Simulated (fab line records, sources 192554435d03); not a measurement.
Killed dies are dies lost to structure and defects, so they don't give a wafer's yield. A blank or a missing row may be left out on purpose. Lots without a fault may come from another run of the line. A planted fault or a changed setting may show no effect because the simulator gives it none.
fab line records | flow n5_finfet
record lots=10 wafers=30 last_day=18
route steps=1938 shown MOL_CONTACT_COAG@619 BEOL_M0_SAQP@642 BEOL_M4@1111
lots that met no fault: from a run of the same line without faults
start_h: hours from the record's first day to the start of the lot's first wafer shown | wait_h: hours since the lot's step before | " the same as in the row above | L1.1+2: a row that stands for several wafers | - no value, or no start given | * or withheld: withheld | < > ~ a bound
route shown NAME@n: a module of which the file shows steps, and the number in the route of the first | usual: mean/standard deviation of fault-free wafers | same: alike in all rows | chamber/n: place in a boat | sites: the reading at each site | _std_site: their standard deviation | _edge_site: outer sites' mean less inner sites' | radius_mm: how far each site lies from the wafer's centre | mask NAME#n: copy n | behind: the tool/chamber that last shaped the wafer | hold: why the lot was held/for how many hours/how that ended | device: the transistor (n, p or np) that didn't switch | end of line: the same wafers' tests at the end of the route | a step without rows: its recipe alone | killed: dies lost to structure and defects at the first sort, not the wafer's yield | map: a wafer's dies, x killed, . not, _ none there
set.NAME: the setting as run; set.NAME@STEP: as run at that earlier step | model.NAME: the simulator's own value behind a step, which no gauge read
steps of the route over a sample of lots; a table a step, a row a wafer
services: from which hour (start_h, from the record's first day; less than 0 if before it) a tool's chamber was out of use, for how many hours, and why
## steps
# step N5_MOL_CONTACT_COAG_STRIP_49
# recipe chemistry=N2/H2 time_s=30 power_w=1000 temp_c=250 pressure_mtorr=withheld n2_flow_sccm=1750 h2_flow_sccm=3250
# usual drypump_motor_current_A=5.8/0.42 h2_flow_sccm=3251/8.8 heater_power_w=357/45
# columns lot.wafer tool chamber start_h wait_h drypump_motor_current_A h2_flow_sccm heater_power_w rf_hours_counter_h
L648.2 plasma_asher-01 0 120.32 - 5.7 3248 292 95
L648.4 " 1 " " 6.0 3264 349 -
L648.6 " 1 " " 6.0 3254 339 -
L650.1 plasma_asher-02 1 127.52 - 5.2 3258 400 51
L650.3 " 1 " " 5.2 3266 396 -
L650.6 " 1 " " 5.2 3251 403 -
L651.3 plasma_asher-02 1 130.65 - 5.2 3259 400 -
L651.4 " 0 " " 6.3 3235 409 -
L651.5 " 1 " " 5.2 3260 402 -
L647.1 plasma_asher-01 0 132.64 - 5.7 3249 289 97
L647.5 " 1 " " 6.0 3258 347 -
L647.6 " 0 " " 5.7 3240 283 -
L652.3 plasma_asher-01 0 132.94 - 5.7 3246 288 -
L652.4 " 1 " " 6.0 3239 344 -
L652.6 " 0 " " 5.7 3255 291 -
L658.2 plasma_asher-02 1 168.34 - 5.2 3259 394 59
L658.3 " 0 " " 6.3 3239 404 -
L658.6 " 0 " " 6.3 3231 394 -
L660.1 plasma_asher-01 1 186.37 - 6.0 3250 341 108
L660.3 " 1 " " 6.0 3251 336 -
L660.6 " 1 " " 6.0 3246 341 -
L665.3 plasma_asher-02 0 208.97 - 6.3 3253 401 -
L665.4 " 1 " " 5.2 3243 388 -
L665.6 " 1 " " 5.2 3234 402 -
L667.1 plasma_asher-02 1 221.92 - 5.2 3260 395 69
L667.2 " 0 " " 6.3 3253 398 69
L667.5 " 1 " " 5.2 3254 391 -
L670.2 plasma_asher-02 0 246.40 - 6.3 3248 395 73
L670.4 " 1 " " 5.2 3260 395 -
L670.5 " 0 " " 6.3 3255 394 -
# step N5_MOL_CONTACT_COAG_CVD_140
# recipe material=W target_thk_a=665 mode=selective_fill temp_c=300 time_s=215
# usual heater_power_w=457/39
# columns lot.wafer tool chamber start_h wait_h heater_power_w
L648.2 cvd_w-01 0 120.59 0.1 400
L648.4 " 1 " " 489
L648.6 " 1 " " 495
L650.1 cvd_w-02 0 127.81 0.1 444
L650.3 " 1 " " 503
L650.6 " 0 " " 452
L651.3 cvd_w-01 0 130.99 0.1 393
L651.4 " 1 " " 494
L651.5 " 0 " " 393
L647.1 cvd_w-02 1 132.92 0.1 487
L647.5 " 1 " " 492
L647.6 " 0 " " 445
L652.3 cvd_w-01 1 133.28 0.1 496
L652.4 " 0 " " 397
L652.6 " 0 " " 395
L658.2 cvd_w-01 1 168.62 0.1 486
L658.3 " 1 " " 495
L658.6 " 1 " " 485
L660.1 cvd_w-02 0 186.65 0.1 460
L660.3 " 0 " " 453
L660.6 " 0 " " 453
L665.3 cvd_w-01 0 209.31 0.1 410
L665.4 " 1 " " 489
L665.6 " 0 " " 402
L667.1 cvd_w-01 0 222.20 0.1 399
L667.2 " 1 " " 488
L667.5 " 1 " " 493
L670.2 cvd_w-02 1 246.69 0.1 505
L670.4 " 1 " " 486
L670.5 " 0 " " 458
# step N5_MOL_CONTACT_COAG_INSPECT_97
# recipe inspect_instrument=darkfield mode=post_anneal
# usual raw_defect_count=42/15
# columns lot.wafer tool chamber start_h wait_h raw_defect_count
L648.2 defect_inspect-02 - 127.14 0.0 64
L648.4 " - " " 35
L648.6 " - " " 47
L650.1 defect_inspect-01 - 131.49 0.0 27
L650.3 " - " " 24
L650.6 " - " " 34
L651.3 defect_inspect-01 - 134.61 0.1 18
L651.4 " - " " 31
L651.5 " - " " 29
L647.1 defect_inspect-02 - 137.57 0.0 51
L647.5 " - " " 29
L647.6 " - " " 41
L652.3 defect_inspect-01 - 137.63 0.1 19
L652.4 " - " " 21
L652.6 " - " " 19
L658.2 defect_inspect-01 - 172.33 0.1 23
L658.3 " - " " 22
L658.6 " - " " 37
L660.1 defect_inspect-01 - 190.31 0.0 45
L660.3 " - " " 24
L660.6 " - " " 28
L665.3 defect_inspect-01 - 215.15 0.1 42
L665.4 " - " " 46
L665.6 " - " " 44
L667.1 defect_inspect-01 - 225.87 0.0 69
L667.2 " - " " 62
L667.5 " - " " 55
L670.2 defect_inspect-02 - 250.38 0.0 29
L670.4 " - " " 40
L670.5 " - " " 30
# step N5_BEOL_M0_SAQP_COAT_82
# recipe resist=SiARC temp_c=220 time_s=60 spin_rpm=1500 resist_thk_nm=30
# usual heater_power_total_W=427.6/2.2 run_length_s=66.19/0.23
# columns lot.wafer tool chamber start_h wait_h heater_power_total_W run_length_s
L648.2 litho_track-05 0 128.14 - 428.7 66.19
L648.4 " 0 " " 429.3 66.48
L648.6 " 0 " " 429.7 66.04
L650.1 litho_track-04 0 132.37 - 425.9 66.49
L650.3 " 0 " " 428.0 66.48
L650.6 " 0 " " 430.2 66.76
L651.3 litho_track-01 0 138.20 - 428.9 66.02
L651.4 " 0 " " 430.5 66.31
L651.5 " 0 " " 429.6 66.11
L647.1 litho_track-04 0 139.18 - 424.7 66.46
L647.5 " 0 " " 431.0 66.50
L647.6 " 0 " " 425.1 66.49
L652.3 litho_track-01 0 139.28 - 424.3 65.91
L652.4 " 0 " " 427.0 66.08
L652.6 " 0 " " 430.0 65.96
L658.2 litho_track-01 0 173.51 - 496.4 53.15
L658.3 " 0 " " 493.4 53.40
L658.6 " 0 " " 492.4 53.19
L660.1 litho_track-01 0 193.02 - 490.5 53.40
L660.3 " 0 " " 497.5 53.17
L660.6 " 0 " " 492.7 53.25
L665.3 litho_track-05 0 216.66 - 430.0 66.10
L665.4 " 0 " " 427.4 66.23
L665.6 " 0 " " 428.9 66.06
L667.1 litho_track-05 0 231.99 - 428.2 66.06
L667.2 " 0 " " 430.1 66.17
L667.5 " 0 " " 426.0 66.07
L670.2 litho_track-05 0 253.19 - 425.6 66.09
L670.4 " 0 " " 425.8 66.05
L670.5 " 0 " " 424.5 66.06
# step N5_BEOL_M4_RC_MEAS_101
# usual DIBL_N=37.1/1.8 DIBL_P=37.2/2.1 IOFF_N=0.17/0.033 IOFF_P=0.22/0.037 ION_N=680/11 ION_P=464/7.7 SS_N=71.7/0.63 SS_P=73.6/0.67 VT_N=248.9/2.9 VT_P=-251/3.6
# columns lot.wafer tool chamber start_h wait_h DIBL_N[mV/V] DIBL_P[mV/V] IOFF_N[nA/um] IOFF_P[nA/um] ION_N[uA/um] ION_P[uA/um] SS_N[mV/dec] SS_P[mV/dec] VT_N[mV] VT_P[mV]
L650.1 prober-02 0 190.94 0.0 38.7 40.6 0.22 0.26 701 473 72.0 74.6 242.9 -248
L650.3 " 0 " " 35.8 36.7 0.14 0.18 676 455 71.4 73.2 251.4 -256
L650.6 " 0 " " 34.1 33.8 0.12 0.15 667 454 71.0 72.5 251.3 -256
L648.2 prober-02 0 193.68 0.2 37.2 37.9 0.19 0.27 674 466 71.7 73.9 244.5 -245
L648.4 " 0 " " 34.4 34.7 0.15 0.20 675 464 72.2 72.8 250.0 -248
L648.6 " 0 " " 36.1 36.9 0.16 0.24 679 473 72.1 74.3 250.0 -245
L651.3 prober-02 0 202.24 0.3 36.0 36.5 0.17 0.24 691 468 71.0 73.2 248.1 -247
L651.4 " 0 " " 37.9 39.2 0.21 0.29 684 471 71.7 74.4 245.2 -246
L651.5 " 0 " " 35.0 35.4 0.15 0.21 684 469 70.8 73.2 249.1 -249
L647.1 prober-02 0 213.05 0.0 37.9 37.9 0.17 0.20 671 454 72.0 73.3 250.8 -250
L647.5 " 0 " " 38.6 38.6 0.19 0.22 677 459 72.0 73.4 247.7 -249
L647.6 " 0 " " 38.9 40.7 0.21 0.26 713 480 71.7 73.4 244.9 -249
L652.3 prober-02 0 216.44 0.3 37.3 37.8 0.18 0.23 690 467 71.9 74.0 246.8 -249
L652.4 " 0 " " 39.4 38.5 0.21 0.24 693 462 72.3 74.5 245.6 -248
L652.6 " 0 " " 37.5 36.9 0.18 0.22 689 468 71.6 73.8 246.4 -249
L658.2 prober-01 0 240.99 0.2 38.3 38.8 0.17 0.24 671 463 71.8 75.1 250.1 -246
L658.3 " 0 " " 37.0 36.4 0.16 0.21 691 468 71.1 73.4 248.5 -252
L658.6 " 0 " " 35.7 34.3 0.14 0.17 672 457 71.4 72.9 251.5 -251
L660.1 prober-02 0 283.62 0.0 38.4 37.8 0.18 0.22 676 461 70.8 73.7 247.8 -251
L660.3 " 0 " " 40.1 40.3 0.21 0.27 688 474 71.5 74.3 247.0 -247
L660.6 " 0 " " 35.5 35.3 0.12 0.19 671 467 70.7 73.8 252.9 -252
L665.3 prober-01 0 286.94 0.6 33.3 35.1 0.13 0.18 675 461 70.6 73.1 252.0 -251
L665.4 " 0 " " 34.7 36.7 0.14 0.21 682 465 70.8 72.9 249.0 -250
L665.6 " 0 " " 34.8 38.0 0.15 0.23 678 470 71.7 74.3 249.5 -248
L667.1 prober-02 0 313.82 0.0 35.7 35.8 0.15 0.21 669 465 71.6 73.1 250.2 -251
L667.2 " 0 " " 35.8 34.0 0.15 0.19 673 461 72.0 72.5 251.8 -252
L667.5 " 0 " " 37.6 37.0 0.17 0.22 674 468 72.0 73.2 251.1 -249
L670.2 prober-02 0 325.78 0.2 40.8 40.8 0.27 0.34 703 477 73.1 74.0 242.1 -241
L670.4 " 0 " " 35.2 34.0 0.13 0.20 677 463 72.0 72.0 251.3 -248
L670.5 " 0 " " 37.1 36.9 0.18 0.25 679 467 71.7 73.6 248.0 -244
## services
# columns tool chamber start_h hours kind
litho_track-05 - 97.28 - consumable_replace:filter
litho_track-04 - 118.58 - consumable_replace:filter
plasma_asher-02 - 122.28 3.3 repair
plasma_asher-02 - 139.91 0.9 repair
cvd_w-02 1 155.02 14.4 repair
plasma_asher-01 - 162.20 3.4 repair
cvd_w-02 - 196.62 1.5 repair
cvd_w-01 - 209.99 1.1 repair
plasma_asher-02 - 213.01 0.6 repair
plasma_asher-01 - 214.92 1.3 repair
## key
first_sign step=N5_BEOL_M0_SAQP_COAT_82 reading=run_length_s direction=down sigmas=57 usual=* struck=*
effect step=N5_BEOL_M0_SAQP_COAT_82 reading=heater_power_total_W direction=up sigmas=30 usual=* struck=*
met_at N5_BEOL_M0_SAQP_COAT_82
struck_lots L658,L660
not_acting_at N5_MOL_CONTACT_COAG_STRIP_49,N5_MOL_CONTACT_COAG_CVD_140,N5_MOL_CONTACT_COAG_INSPECT_97
onset_between 139.28 173.51
fault kind=process_parameter_drift tool=litho_track-01 chamber=- onset_h=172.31 steps=N5_BEOL_M0_SAQP_COAT_82 channel=time_s offset=* shape=step end_h=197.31 acts_in=* stated=*
